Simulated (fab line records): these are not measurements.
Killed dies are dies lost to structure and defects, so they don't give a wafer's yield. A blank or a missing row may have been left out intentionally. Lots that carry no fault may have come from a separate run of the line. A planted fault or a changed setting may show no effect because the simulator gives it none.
fab line records | flow nand_harc
record: lots: 5 | wafers: 15 | last_day: 34
route steps=1302 shown P_GATE@184
lots that met no fault: taken from a fault-free run of the same line
start_h: the number of hours between the record's first day and the start of the first shown wafer of the lot | wait_h: time in hours since the lot's previous step | " the same as in the row above | L1.1+2: a row that stands for several wafers | - either no value or no given start | * or withheld: withheld | < > ~ a bound
route shown NAME@n: names a module that has steps shown in the file, with the first one's number in the route | usual: mean/standard deviation taken from wafers without a fault | same: alike in all rows | chamber/n: place in a boat | sites: readings site by site | _std_site: standard deviation across them | _edge_site: inner sites' mean taken away from outer sites' mean | radius_mm: how far each site lies from the wafer's centre | mask NAME#n: copy n | behind: tool/chamber where the wafer was last shaped | hold: why the lot was held/for how many hours/how that ended | device: which transistor (n, p or np) failed to switch | end of line: the route-end tests of the same wafers | for a step that has no rows: nothing shown but its recipe | killed: count of dies lost to structure and defects at first sort (not the wafer's yield) | map: per-die view of a wafer (x killed, . not killed, _ where there is no die)
set.NAME: the setting the step ran with; set.NAME@STEP: the setting that earlier step ran with | model.NAME: the simulator's own value behind a step, which no gauge read
certain route steps with their lots: each step a table, each wafer a row
services: from which hour (start_h, from the record's first day; less than 0 if before it) a tool's chamber was out of use, for how many hours, and why
== steps ==
step: NHARC_P_GATE_DEVELOP_58
recipe: time_s: 70
usual: chill_plate_temp_C: 23.00/0.11
lot.wafer | tool           | chamber | start_h | wait_h | chill_plate_temp_C
L074.1    | litho_track-07 | 0       | -       | -      | 23.10
L074.3    | "              | 0       | "       | "      | 22.91
L074.4    | "              | 0       | "       | "      | 23.04
L084.2    | litho_track-07 | 0       | -       | -      | 23.12
L084.4    | "              | 0       | "       | "      | 23.06
L084.6    | "              | 0       | "       | "      | 23.07
L088.2    | litho_track-02 | 0       | -       | -      | 22.93
L088.4    | "              | 0       | "       | "      | 23.13
L088.5    | "              | 0       | "       | "      | 22.91
L095.2    | litho_track-07 | 0       | -       | -      | 22.89
L095.3    | "              | 0       | "       | "      | 23.07
L095.6    | "              | 0       | "       | "      | 23.00
L097.1    | litho_track-03 | 0       | -       | -      | 23.24
L097.3    | "              | 0       | "       | "      | 23.17
L097.6    | "              | 0       | "       | "      | 23.26
step: NHARC_P_GATE_CD_MEAS_59
recipe: target_cd_nm: 720 | landing_energy_ev: 500
usual: cd_nm: 719.8/1.9
lot.wafer | tool      | chamber | start_h | wait_h | cd_nm
L074.1    | cd_sem-03 | 0       | 112.24  | -      | 719.6
L074.3    | "         | 0       | "       | "      | 719.2
L074.4    | "         | 0       | "       | "      | 720.0
L084.2    | cd_sem-01 | 0       | 210.53  | -      | 720.7
L084.4    | "         | 0       | "       | "      | 719.5
L084.6    | "         | 0       | "       | "      | 720.7
L088.2    | cd_sem-02 | 0       | 258.15  | -      | 718.0
L088.4    | "         | 0       | "       | "      | 717.7
L088.5    | "         | 0       | "       | "      | 719.5
L095.2    | cd_sem-01 | 0       | 320.73  | -      | 718.9
L095.3    | "         | 0       | "       | "      | 719.2
L095.6    | "         | 0       | "       | "      | 717.1
L097.1    | cd_sem-03 | 0       | 344.17  | -      | 721.2
L097.3    | "         | 0       | "       | "      | 718.6
L097.6    | "         | 0       | "       | "      | 719.1
step: NHARC_P_GATE_HARDBAKE_60
recipe: temp_c: 125 | time_s: 80
usual: chill_plate_temp_C: 23.01/0.1
lot.wafer | tool           | chamber | start_h | wait_h | chill_plate_temp_C
L074.1    | litho_track-03 | 0       | 112.32  | -      | 22.83
L074.3    | "              | 0       | "       | "      | 23.10
L074.4    | "              | 0       | "       | "      | 23.13
L084.2    | litho_track-02 | 0       | 210.61  | -      | 23.05
L084.4    | "              | 0       | "       | "      | 23.16
L084.6    | "              | 0       | "       | "      | 23.03
L088.2    | litho_track-03 | 0       | 258.23  | -      | 22.96
L088.4    | "              | 0       | "       | "      | 23.06
L088.5    | "              | 0       | "       | "      | 23.07
L095.2    | litho_track-03 | 0       | 320.81  | -      | 23.03
L095.3    | "              | 0       | "       | "      | 22.95
L095.6    | "              | 0       | "       | "      | 22.83
L097.1    | litho_track-02 | 0       | 344.25  | -      | 22.99
L097.3    | "              | 0       | "       | "      | 23.04
L097.6    | "              | 0       | "       | "      | 23.11
step: NHARC_P_GATE_DESCUM_61
recipe: time_s: 3 | o2_flow_sccm: 200 | ar_flow_sccm: 0 | bias_power_w: 0 | chemistry: O2
usual: drypump_motor_current_A: 5.6/0.37 | oes_product_au: 0.995/0.0099 | rf_vpp_V: 57.7/0.92 | showerhead_plenum_p_Torr: 1.89/0.071 | throttle_valve_pct: 11.311/0.0086
lot.wafer | tool        | chamber | start_h | wait_h | drypump_motor_current_A | oes_product_au | rf_hours_counter_h | rf_vpp_V | showerhead_plenum_p_Torr | throttle_valve_pct
L074.1    | rie_diel-09 | 2       | 112.40  | -      | 5.1                     | 1.010          | 9                  | 57.9     | 1.82                     | 11.311
L074.4    | "           | 3       | "       | "      | 5.7                     | 1.000          | 9                  | 57.4     | 1.87                     | 11.310
L074.3    | "           | 0       | "       | "      | 5.8                     | 1.017          | 10                 | 59.8     | 1.98                     | 11.314
L084.4    | rie_diel-03 | 0       | 210.70  | -      | 5.4                     | 0.992          | 6                  | 58.2     | 1.95                     | 11.315
L084.2    | "           | 2       | "       | "      | 6.0                     | 1.001          | 4                  | 57.2     | 1.94                     | 11.310
L084.6    | "           | 0       | "       | "      | 5.4                     | 0.978          | -                  | 59.5     | 1.95                     | 11.330
L088.2    | rie_diel-09 | 3       | 258.31  | -      | 5.7                     | 1.002          | 6                  | 57.2     | 1.87                     | 11.317
L088.4    | "           | 2       | "       | "      | 5.0                     | 1.018          | 6                  | 56.7     | 1.82                     | 11.305
L088.5    | "           | 0       | "       | "      | 5.9                     | 0.997          | -                  | 57.0     | 1.98                     | 11.314
L095.3    | rie_diel-03 | 3       | 320.91  | -      | 6.1                     | 1.007          | 1                  | 58.2     | 1.81                     | 11.313
L095.2    | "           | 0       | "       | "      | 5.5                     | 1.001          | 1                  | 57.9     | 1.95                     | 11.305
L095.6    | "           | 2       | "       | "      | 6.0                     | 0.986          | -                  | 57.7     | 1.94                     | 11.311
L097.1    | rie_diel-09 | 1       | 344.33  | -      | 4.8                     | 0.992          | 0                  | 56.8     | 1.81                     | 11.320
L097.3    | "           | 3       | "       | "      | 5.7                     | 1.010          | 0                  | 58.9     | 1.87                     | 11.300
L097.6    | "           | 1       | "       | "      | 4.8                     | 1.006          | -                  | 59.3     | 1.81                     | 11.312
step: NHARC_P_GATE_IMPLANT_62
recipe: energy_kev: 20 | dose_cm2: 3e+15 | tilt_deg: 7
usual: beam_on_s: 31/3.4
lot.wafer | tool         | chamber | start_h | wait_h | beam_on_s
L074.1    | implanter-01 | 0       | 112.55  | 0.1    | 27
L074.3    | "            | 0       | "       | "      | 27
L074.4    | "            | 0       | "       | "      | 28
L084.2    | implanter-01 | 0       | 210.86  | 0.1    | 28
L084.4    | "            | 0       | "       | "      | 28
L084.6    | "            | 0       | "       | "      | 27
L088.2    | implanter-01 | 0       | 258.48  | 0.2    | 28
L088.4    | "            | 0       | "       | "      | 27
L088.5    | "            | 0       | "       | "      | 28
L095.2    | implanter-02 | 0       | 321.06  | 0.1    | 33
L095.3    | "            | 0       | "       | "      | 35
L095.6    | "            | 0       | "       | "      | 35
L097.1    | implanter-02 | 0       | 344.48  | 0.1    | 35
L097.3    | "            | 0       | "       | "      | 33
L097.6    | "            | 0       | "       | "      | 34
step: NHARC_P_GATE_STRIP_112
recipe: power_w: 1500 | temp_c: 110 | time_s: 200 | chemistry: N2/H2
usual: drypump_motor_current_A: 5.76/0.15 | heater_power_w: 89/4.5
lot.wafer | tool            | chamber | start_h | wait_h | drypump_motor_current_A | heater_power_w | rf_hours_counter_h
L074.1    | plasma_asher-02 | 1       | 112.77  | 0.2    | 6.03                    | 90             | 5
L074.4    | "               | 1       | "       | "      | 6.01                    | 88             | -
L074.3    | "               | 0       | "       | "      | 5.68                    | 86             | -
L084.2    | plasma_asher-01 | 1       | 211.13  | 0.2    | 5.56                    | 95             | 8
L084.4    | "               | 1       | "       | "      | 5.58                    | 97             | -
L084.6    | "               | 0       | "       | "      | 5.83                    | 88             | -
L088.2    | plasma_asher-02 | 0       | 258.67  | 0.2    | 5.67                    | 80             | 0
L088.4    | "               | 0       | "       | "      | 5.67                    | 80             | -
L088.5    | "               | 0       | "       | "      | 5.68                    | 82             | -
L095.2    | plasma_asher-01 | 0       | 321.25  | 0.2    | 5.83                    | 87             | 31
L095.3    | "               | 1       | "       | "      | 5.53                    | 96             | -
L095.6    | "               | 0       | "       | "      | 5.85                    | 86             | -
L097.1    | plasma_asher-02 | 0       | 344.70  | 0.2    | 5.68                    | 80             | 18
L097.3    | "               | 1       | "       | "      | 6.00                    | 89             | -
L097.6    | "               | 0       | "       | "      | 5.68                    | 79             | -
step: NHARC_P_GATE_STRIP_76
recipe: power_w: 1500 | temp_c: 250 | chemistry: O2
usual: drypump_motor_current_A: 5.76/0.15 | heater_power_w: 333/17
lot.wafer | tool            | chamber | start_h | wait_h | drypump_motor_current_A | heater_power_w | rf_hours_counter_h
L074.1    | plasma_asher-02 | 1       | 113.03  | 0.2    | 6.04                    | 341            | 6
L074.4    | "               | 1       | "       | "      | 6.00                    | 343            | -
L074.3    | "               | 0       | "       | "      | 5.70                    | 321            | -
L084.2    | plasma_asher-01 | 1       | 211.36  | 0.2    | 5.57                    | 356            | 8
L084.4    | "               | 1       | "       | "      | 5.56                    | 361            | -
L084.6    | "               | 0       | "       | "      | 5.83                    | 330            | -
L088.2    | plasma_asher-02 | 0       | 258.93  | 0.2    | 5.66                    | 298            | 0
L088.4    | "               | 0       | "       | "      | 5.67                    | 303            | -
L088.5    | "               | 0       | "       | "      | 5.68                    | 296            | -
L095.2    | plasma_asher-01 | 0       | 321.51  | 0.2    | 5.84                    | 334            | 32
L095.3    | "               | 1       | "       | "      | 5.59                    | 354            | -
L095.6    | "               | 0       | "       | "      | 5.84                    | 323            | -
L097.1    | plasma_asher-02 | 0       | 344.96  | 0.2    | 5.67                    | 305            | 18
L097.3    | "               | 1       | "       | "      | 5.94                    | 337            | -
L097.6    | "               | 0       | "       | "      | 5.66                    | 308            | -
step: NHARC_P_GATE_STRIP_63
recipe: time_s: 900 | temp_c: 130 | chemistry: SPM
lot.wafer  | tool         | chamber | start_h | wait_h
L074.3+1+4 | wet_bench-03 | 2,5,7   | 113.17  | 0.1
L084.6+2+4 | wet_bench-05 | 7,0,1   | 211.51  | 0.1
L088.4+2+5 | wet_bench-03 | 2,5,6   | 259.08  | 0.1
L095.2+3+6 | wet_bench-03 | 2,4,7   | 321.66  | 0.1
L097.1+6+3 | wet_bench-03 | 6,0,1   | 345.11  | 0.1
== services ==
tool            | chamber | start_h | hours | kind
litho_track-03  | -       | 100.00  | 7.0   | pm
rie_diel-03     | -       | 104.30  | 9.0   | pm
rie_diel-09     | 3       | 105.41  | 3.6   | repair
plasma_asher-01 | -       | 138.15  | 11.9  | repair
rie_diel-09     | -       | 143.10  | 9.0   | pm
wet_bench-03    | -       | 144.97  | 3.0   | repair
implanter-02    | -       | 146.00  | 13.0  | pm
plasma_asher-01 | -       | 165.00  | 9.0   | pm
rie_diel-03     | 2       | 169.32  | 2.0   | repair
plasma_asher-01 | -       | 180.94  | 6.4   | repair
rie_diel-09     | 1       | 192.97  | 4.6   | repair
wet_bench-03    | -       | 210.40  | 8.0   | pm
plasma_asher-01 | -       | 211.91  | 1.6   | repair
litho_track-02  | -       | 227.00  | 7.0   | pm
plasma_asher-02 | -       | 249.27  | 9.0   | pm
litho_track-07  | -       | 251.00  | 7.0   | pm
plasma_asher-02 | -       | 274.86  | 0.8   | repair
litho_track-03  | -       | 275.00  | 7.0   | pm
wet_bench-03    | -       | 306.27  | 1.7   | repair
implanter-01    | -       | 312.38  | 0.6   | repair
rie_diel-09     | -       | 320.10  | 9.0   | pm
implanter-01    | -       | 327.00  | 13.0  | pm
rie_diel-09     | 1       | 338.98  | 1.4   | repair
plasma_asher-01 | -       | 342.00  | 9.0   | pm
== key ==
fault none
